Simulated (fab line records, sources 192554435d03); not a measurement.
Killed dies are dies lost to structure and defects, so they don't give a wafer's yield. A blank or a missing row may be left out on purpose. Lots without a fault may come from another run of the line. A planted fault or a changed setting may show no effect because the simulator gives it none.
Split-lot experiment | flow n5_finfet | 7 lots, 21 wafers read, on a route of 1938 steps

THE SPLIT
At N5_BEOL_M3_EXPOSE_25 (exposes mask V2, defocus 5 nm), the setting dose_mj was moved away from the recipe's 63 on 11 of the 21 wafers read, by -7.3% to +7.0%. The other wafers ran this setting at the recipe's value.

FROM THE SPLIT TO THE READING: what the file shows between them, 2 steps
- N5_BEOL_M3_PEB_26: peb time 60 s
- N5_BEOL_M3_DEVELOP_27: develop time 30 s

THE READING
cd_nm, in nm, at N5_BEOL_M3_CD_MEAS_28 (target cd 25.7 nm, target cd y 23.3 nm). Fault-free wafers of this fab line usually give 25.71 nm, standard deviation 0.23 nm.

wafer  | tool, chamber at the split | dose_mj as run | against the recipe | cd_nm, nm | against lot-mates on the recipe
L075.2 | euv_scanner-01, 0          | 61.39          | -2.6%              | 25.23     | -0.34
L075.3 | euv_scanner-01, 0          | 63             | recipe             | 25.57     | -
L075.6 | euv_scanner-01, 0          | 61.39          | -2.6%              | 25.22     | -0.35
L083.1 | euv_scanner-01, 0          | 63             | recipe             | 25.26     | -
L083.4 | euv_scanner-01, 0          | 66.26          | +5.2%              | 26.84     | +1.58
L083.5 | euv_scanner-01, 0          | 66.26          | +5.2%              | 26.08     | +0.82
L087.2 | euv_scanner-01, 0          | 64.66          | +2.6%              | 26.14     | +0.84
L087.3 | euv_scanner-01, 0          | 63             | recipe             | 25.30     | -
L087.6 | euv_scanner-01, 0          | 64.66          | +2.6%              | 26.20     | +0.90
L086.3 | euv_scanner-02, 0          | 60.99          | -3.2%              | 24.92     | no lot-mate on the recipe
L086.5 | euv_scanner-02, 0          | 60.99          | -3.2%              | 25.38     | no lot-mate on the recipe
L086.6 | euv_scanner-02, 0          | 60.99          | -3.2%              | 25.08     | no lot-mate on the recipe
L093.2 | euv_scanner-02, 0          | 58.39          | -7.3%              | 24.59     | -0.88
L093.5 | euv_scanner-02, 0          | 63             | recipe             | 25.25     | -
L093.6 | euv_scanner-02, 0          | 63             | recipe             | 25.69     | -
L091.2 | euv_scanner-02, 0          | 63             | recipe             | 26.06     | -
L091.3 | euv_scanner-02, 0          | 63             | recipe             | 25.83     | -
L091.5 | euv_scanner-02, 0          | 67.41          | +7.0%              | 27.25     | +1.30
L095.2 | euv_scanner-02, 0          | 63             | recipe             | 25.61     | -
L095.3 | euv_scanner-02, 0          | 63             | recipe             | 25.71     | -
L095.6 | euv_scanner-02, 0          | 63             | recipe             | 25.74     | -

THE FIT
A straight line over all 21 wafers: cd_nm changes by +0.174 nm for each +1% of dose_mj; r = +0.91; the points scatter about the line by 0.26 nm.
The same after taking each lot's own level away (the mean of its wafers on the recipe; 18 wafers): +0.181 nm for each +1%; r = +0.93; scatter 0.23 nm.
On that fit, the largest move of dose_mj shifts the reading by 1.3 nm.
The lots' own levels span 25.260 to 25.945 nm, that is 3.0 times the standard deviation above.
So the lot-to-lot level changes the slope little: the two slopes agree.
Check: with one of the wafers moved furthest among these (-7.3%) left out of the fit, the line predicts -1.44 nm for it against its lot-mates. It came out at -0.88 nm against them.

OTHER SPLITS ON THESE WAFERS
These wafers also went through other splits before the reading. Each is held against what the fit with the lots' levels taken away leaves over:
other split on the same wafers | wafers away from the commonest value | r with cd_nm (lot level and that fit taken away)
N5_BEOL_M2_DESCUM_33 time_s    | 8                                    | -0.20
N5_BEOL_M2_ALD_98 ald_cycles   | 9                                    | -0.41
N5_BEOL_M3_COAT_67 spin_rpm    | 7                                    | +0.06

THE FILE'S OWN FIT
cd_nm changes by +0.174 nm for each +1% of dose_mj, r = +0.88.
